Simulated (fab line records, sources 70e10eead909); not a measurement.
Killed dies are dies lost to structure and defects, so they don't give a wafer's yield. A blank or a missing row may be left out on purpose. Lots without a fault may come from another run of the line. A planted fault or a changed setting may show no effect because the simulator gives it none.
Chamber matching | flow nand_harc | NHARC_A_M0_CMP_23 on cmp-02: 4 sister chambers
The step polishes, t overpolish 20 s, target thk 113.75 nm. 4 wafers are shown with their chamber, then 9 later ones without.

WAFERS WITH THEIR CHAMBER
wafer  | chamber | motor_current_A (A)
L078.5 | 0       | 14.4
L083.1 | 1       | 11.6
L083.2 | 2       | 13.1
L083.6 | 3       | 12.4

WAFERS WITHOUT THEIR CHAMBER
wafer  | motor_current_A (A)
L088.2 | 14.2
L088.4 | 13.7
L088.6 | 11.3
L092.1 | 12.9
L092.4 | 14.8
L092.6 | 12.0
L096.2 | 11.6
L096.3 | 13.5
L096.5 | 12.2

WHICH CHAMBER EACH WENT THROUGH
wafer  | from the rows above     | in truth
L088.2 | 0                       | 0
L088.4 | can't be placed: 2 or 0 | 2
L088.6 | 1                       | 1
L092.1 | can't be placed: 2 or 3 | 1
L092.4 | 0                       | 0
L092.6 | can't be placed: 1 or 3 | 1
L096.2 | 1                       | 1
L096.3 | can't be placed: 2 or 0 | 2
L096.5 | can't be placed: 3 or 1 | 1
Placed correctly: 4 of 9. Can't be placed from these rows: 5 (the true chamber is among the candidates in 4). Placed wrongly: 0.
How it was worked out, from the rows above alone: a wafer's distance from a chamber is the root of the sum, over the readings, of the square of ((its reading less the chamber's mean) divided by the reading's scatter). The wafer belongs to the nearest chamber; if the next one is less than 2 further off, it can't be placed. A chamber's mean is the mean of its shown wafers. The scatter: with one shown wafer a chamber, the root of the mean of the squares of how far each hidden wafer lies from its nearest shown one.
